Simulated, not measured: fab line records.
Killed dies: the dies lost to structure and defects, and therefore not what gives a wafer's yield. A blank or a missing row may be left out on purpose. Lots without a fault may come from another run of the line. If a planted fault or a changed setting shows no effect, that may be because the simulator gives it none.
Split-lot experiment / flow n5 finfet / 39 wafers read from 7 lots, route of 1938 steps

== THE SPLIT ==
At N5_BEOL_M13_SPUTTER_43 (material TaN, target thk 15 nm, time 24.19 s), the setting target thk a was moved away from the recipe's 150 angstrom on 18 of the 39 wafers read, by -53.1% to -18.8%. For the rest of the wafers, this setting stayed at what the recipe calls for.

== FROM THE SPLIT TO THE READING: what the file shows between them, 4 steps ==
- N5_BEOL_M13_SPUTTER_44: material Ta, target thk 10 nm, time 16.13 s
- N5_BEOL_M13_SPUTTER_45: material Cu, target thk 80 nm, time 13.33 s
- N5_BEOL_M13_ECD_47: material Cu, target thk 936 nm
- N5_BEOL_M13_ANNEAL_48: time 90 s

== THE READING ==
barrier field endpoint s, in s, at N5_BEOL_M13_CMP_49 (polishes, stops on SiOC, t overpolish 17.1 s, target thk 420 nm). On this fab line, fault-free wafers typically give 30.5 s with a standard deviation of 0.77 s.

wafer=L074.1; tool, chamber at the split=pvd sputter-01, -; target thk a as run, angstrom=150; against the recipe=recipe; barrier field endpoint s, s=30.5; against lot-mates on the recipe=-
wafer=L074.2; tool, chamber at the split=pvd sputter-01, -; target thk a as run, angstrom=70.3; against the recipe=-53.1%; barrier field endpoint s, s=19.4; against lot-mates on the recipe=-11.1
wafer=L074.4; tool, chamber at the split=pvd sputter-01, -; target thk a as run, angstrom=150; against the recipe=recipe; barrier field endpoint s, s=30.2; against lot-mates on the recipe=-
wafer=L074.3; tool, chamber at the split=pvd sputter-01, -; target thk a as run, angstrom=150; against the recipe=recipe; barrier field endpoint s, s=30.8; against lot-mates on the recipe=-
wafer=L074.5; tool, chamber at the split=pvd sputter-01, -; target thk a as run, angstrom=70.3; against the recipe=-53.1%; barrier field endpoint s, s=21.1; against lot-mates on the recipe=-9.4
wafer=L074.6; tool, chamber at the split=pvd sputter-01, -; target thk a as run, angstrom=70.3; against the recipe=-53.1%; barrier field endpoint s, s=19.4; against lot-mates on the recipe=-11.1
wafer=L076.2; tool, chamber at the split=pvd sputter-02, -; target thk a as run, angstrom=150; against the recipe=recipe; barrier field endpoint s, s=30.5; against lot-mates on the recipe=-
wafer=L076.4; tool, chamber at the split=pvd sputter-02, -; target thk a as run, angstrom=150; against the recipe=recipe; barrier field endpoint s, s=30.5; against lot-mates on the recipe=-
wafer=L076.3; tool, chamber at the split=pvd sputter-02, -; target thk a as run, angstrom=116.9; against the recipe=-22.1%; barrier field endpoint s, s=26.4; against lot-mates on the recipe=-4.3
wafer=L076.1; tool, chamber at the split=pvd sputter-02, -; target thk a as run, angstrom=116.9; against the recipe=-22.1%; barrier field endpoint s, s=25.7; against lot-mates on the recipe=-5.0
wafer=L076.6; tool, chamber at the split=pvd sputter-02, -; target thk a as run, angstrom=150; against the recipe=recipe; barrier field endpoint s, s=31.2; against lot-mates on the recipe=-
wafer=L076.5; tool, chamber at the split=pvd sputter-02, -; target thk a as run, angstrom=116.9; against the recipe=-22.1%; barrier field endpoint s, s=26.4; against lot-mates on the recipe=-4.3
wafer=L077.3; tool, chamber at the split=pvd sputter-03, -; target thk a as run, angstrom=77; against the recipe=-48.7%; barrier field endpoint s, s=21.3; against lot-mates on the recipe=-9.2
wafer=L077.4; tool, chamber at the split=pvd sputter-03, -; target thk a as run, angstrom=150; against the recipe=recipe; barrier field endpoint s, s=30.8; against lot-mates on the recipe=-
wafer=L077.1; tool, chamber at the split=pvd sputter-03, -; target thk a as run, angstrom=77; against the recipe=-48.7%; barrier field endpoint s, s=21.9; against lot-mates on the recipe=-8.6
wafer=L077.2; tool, chamber at the split=pvd sputter-03, -; target thk a as run, angstrom=150; against the recipe=recipe; barrier field endpoint s, s=30.1; against lot-mates on the recipe=-
wafer=L077.5; tool, chamber at the split=pvd sputter-03, -; target thk a as run, angstrom=77; against the recipe=-48.7%; barrier field endpoint s, s=21.4; against lot-mates on the recipe=-9.1
wafer=L077.6; tool, chamber at the split=pvd sputter-03, -; target thk a as run, angstrom=150; against the recipe=recipe; barrier field endpoint s, s=30.6; against lot-mates on the recipe=-
wafer=L080.4; tool, chamber at the split=pvd sputter-01, -; target thk a as run, angstrom=121.8; against the recipe=-18.8%; barrier field endpoint s, s=27.1; against lot-mates on the recipe=-3.4
wafer=L080.2; tool, chamber at the split=pvd sputter-01, -; target thk a as run, angstrom=121.8; against the recipe=-18.8%; barrier field endpoint s, s=27.6; against lot-mates on the recipe=-2.9
wafer=L080.1; tool, chamber at the split=pvd sputter-01, -; target thk a as run, angstrom=150; against the recipe=recipe; barrier field endpoint s, s=30.8; against lot-mates on the recipe=-
wafer=L080.3; tool, chamber at the split=pvd sputter-01, -; target thk a as run, angstrom=121.8; against the recipe=-18.8%; barrier field endpoint s, s=28.6; against lot-mates on the recipe=-1.9
wafer=L080.5; tool, chamber at the split=pvd sputter-01, -; target thk a as run, angstrom=150; against the recipe=recipe; barrier field endpoint s, s=30.0; against lot-mates on the recipe=-
wafer=L080.6; tool, chamber at the split=pvd sputter-01, -; target thk a as run, angstrom=150; against the recipe=recipe; barrier field endpoint s, s=30.8; against lot-mates on the recipe=-
wafer=L087.3; tool, chamber at the split=pvd sputter-01, -; target thk a as run, angstrom=76.99; against the recipe=-48.7%; barrier field endpoint s, s=21.0; against lot-mates on the recipe=-9.8
wafer=L087.4; tool, chamber at the split=pvd sputter-01, -; target thk a as run, angstrom=150; against the recipe=recipe; barrier field endpoint s, s=31.9; against lot-mates on the recipe=-
wafer=L087.1; tool, chamber at the split=pvd sputter-01, -; target thk a as run, angstrom=150; against the recipe=recipe; barrier field endpoint s, s=29.9; against lot-mates on the recipe=-
wafer=L087.2; tool, chamber at the split=pvd sputter-01, -; target thk a as run, angstrom=76.99; against the recipe=-48.7%; barrier field endpoint s, s=21.9; against lot-mates on the recipe=-8.9
wafer=L087.5; tool, chamber at the split=pvd sputter-01, -; target thk a as run, angstrom=76.99; against the recipe=-48.7%; barrier field endpoint s, s=22.2; against lot-mates on the recipe=-8.6
wafer=L087.6; tool, chamber at the split=pvd sputter-01, -; target thk a as run, angstrom=150; against the recipe=recipe; barrier field endpoint s, s=30.7; against lot-mates on the recipe=-
wafer=L091.4; tool, chamber at the split=pvd sputter-02, -; target thk a as run, angstrom=150; against the recipe=recipe; barrier field endpoint s, s=31.0; against lot-mates on the recipe=-
wafer=L091.1; tool, chamber at the split=pvd sputter-02, -; target thk a as run, angstrom=150; against the recipe=recipe; barrier field endpoint s, s=28.7; against lot-mates on the recipe=-
wafer=L091.2; tool, chamber at the split=pvd sputter-02, -; target thk a as run, angstrom=98.98; against the recipe=-34.0%; barrier field endpoint s, s=24.6; against lot-mates on the recipe=-5.6
wafer=L091.3; tool, chamber at the split=pvd sputter-02, -; target thk a as run, angstrom=150; against the recipe=recipe; barrier field endpoint s, s=31.0; against lot-mates on the recipe=-
wafer=L091.5; tool, chamber at the split=pvd sputter-02, -; target thk a as run, angstrom=98.98; against the recipe=-34.0%; barrier field endpoint s, s=24.6; against lot-mates on the recipe=-5.6
wafer=L091.6; tool, chamber at the split=pvd sputter-02, -; target thk a as run, angstrom=98.98; against the recipe=-34.0%; barrier field endpoint s, s=23.2; against lot-mates on the recipe=-7.0
wafer=L094.4; tool, chamber at the split=pvd sputter-02, -; target thk a as run, angstrom=150; against the recipe=recipe; barrier field endpoint s, s=31.0; against lot-mates on the recipe=-
wafer=L094.5; tool, chamber at the split=pvd sputter-02, -; target thk a as run, angstrom=150; against the recipe=recipe; barrier field endpoint s, s=31.3; against lot-mates on the recipe=-
wafer=L094.6; tool, chamber at the split=pvd sputter-02, -; target thk a as run, angstrom=150; against the recipe=recipe; barrier field endpoint s, s=29.7; against lot-mates on the recipe=-

FIT RESULTS
A straight line over all 39 wafers: barrier field endpoint s changes by +0.19 s for each +1% of target thk a; r = +0.99; the points scatter about the line by 0.69 s.
The same after taking each lot's own level away (the mean of its wafers on the recipe; 39 wafers): +0.19 s for each +1%; r = +0.99; scatter 0.69 s.
According to that fit, moving target thk a by its largest amount changes the reading by 10 s.
The lots' own levels span 30.23 to 30.83 s, that is 0.8 times the standard deviation above.
So the lot-to-lot level changes the slope little: the two slopes agree.
Check: with one of the wafers moved furthest among these (-53.1%) left out of the fit, the line predicts -9.9 s for it against its lot-mates. Against them it came out at -11.1 s.

== THE WHOLE CHAIN: every reading that the file lists as answering this split, in the file's order ==
step=N5_BEOL_M13_SPUTTER_43; what it does=material TaN, target thk 15 nm, time 24.19 s; reading=TaN_of_BEOL_M13_SPUTTER_43.thk nm (the simulator's own value, which no gauge read); change (the file's fit)=+0.149 nm for each +1% of the setting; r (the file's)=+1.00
step=N5_BEOL_M13_CMP_49; what it does=polishes, stops on SiOC, t overpolish 17.1 s, target thk 420 nm; reading=barrier field endpoint s; change (the file's fit)=+0.188 s for each +1% of the setting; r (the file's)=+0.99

== FILE'S OWN FIT ==
barrier field endpoint s changes by +0.188 s for each +1% of target thk a, r = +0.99.
